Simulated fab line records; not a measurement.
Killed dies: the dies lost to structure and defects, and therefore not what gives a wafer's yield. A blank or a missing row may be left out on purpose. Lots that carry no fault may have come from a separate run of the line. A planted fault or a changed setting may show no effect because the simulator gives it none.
Code-filled problem report in 8D (eight disciplines) form + flow n5Finfet + the parts of the form that need people (team, actions taken, sign-off) are left out

== 1. THE ISSUE ==
At N5_BEOL_M7_EXPOSE_08, exposureDoseMJCm2 averages 69.81 over 6 wafers from 2 lots, while fault-free wafers read 68.23, standard deviation 0.075. That is +21 standard deviations from the usual mean.
The step: exposes mask M7.
Earliest sighting: wafer L436.1 on arfiScanner-01 at day 10 20:29. At this step, 33 wafers from 11 lots have a number in the record. The rule behind "out" and "out of limits": a value lying over 4 standard deviations away from the usual mean. All remaining wafers that have a number are taken as sound.

== 2. WHAT THIS IS AND IS NOT ==
| question                    | is                     | is not                                                                                            |
|-----------------------------|------------------------|---------------------------------------------------------------------------------------------------|
| which readings at this step | exposureDoseMJCm2      | -                                                                                                 |
| which lots                  | L436, L439             | L433, L434, L435, L437, L440, L445, L447, L450, L453                                              |
| which wafers of those lots  | all that have a number | -                                                                                                 |
| read on which tools         | arfiScanner-01         | arfiScanner-02, arfiScanner-03                                                                    |
| when                        | from day 10 20:29      | up to then (9 sound wafers); but 18 sound wafers of L437, L440, L445, L447, L450, L453 came after |

== 3. THE SUSPECTS, EACH WITH WHAT RULES IT OUT ==
Counting: a tool at any process step up to the reading remains a suspect when it ran all the lots that are out and ran no sound lot after the first of those.
- pvdSputter-03 at N5_BEOL_M6_SURFACE_TREAT_79: ruled out as a lasting fault. Following L436 (day 10 16:52), the first lot on it that is out, the sound lots L440, L445, L450 were run on it.
- arfiScanner-01 at N5_BEOL_M7_EXPOSE_08 (exposes mask M7): kept. It processed each lot that is out, first L436 at day 10 20:29, and no sound lot thereafter; up to then, the last sound lot it processed was L435 at day 10 03:02. On those wafers its own readings are out: exposureDoseMJCm2.
Remaining after the count: arfiScanner-01 at N5_BEOL_M7_EXPOSE_08.

== 4. THE CAUSE (what the simulator had put in) ==
Process parameters drifting: arfiScanner-01 at N5_BEOL_M7_EXPOSE_08, beginning at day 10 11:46. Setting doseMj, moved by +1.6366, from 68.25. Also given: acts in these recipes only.
After counting, this tool was the only one left.

== 5. SEQUENCE OF EFFECTS, ordered by route ==
Each row: a reading where the mean over the struck wafers with a number is more than 3 standard deviations away from the usual. Only readings for which the record gives a usual standard deviation are gone through. hours: the time from each lot's start at the first step in this table that gives one to its start at this step, as a median over the lots. sigmas: the change in usual standard deviations.
| hours | step                 | reading           | usual | on struck wafers | change | sigmas |
|-------|----------------------|-------------------|-------|------------------|--------|--------|
| 0     | N5_BEOL_M7_EXPOSE_08 | exposureDoseMJCm2 | 68.23 | 69.81            | +1.58  | +21    |
The process steps in it:
- N5_BEOL_M7_EXPOSE_08: exposes mask M7.

== 6. HOW IT WOULD HAVE BEEN CAUGHT EARLIER ==
First out-of-limits reading in this record: day 10 20:29, which is 9 hours after fault onset at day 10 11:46.
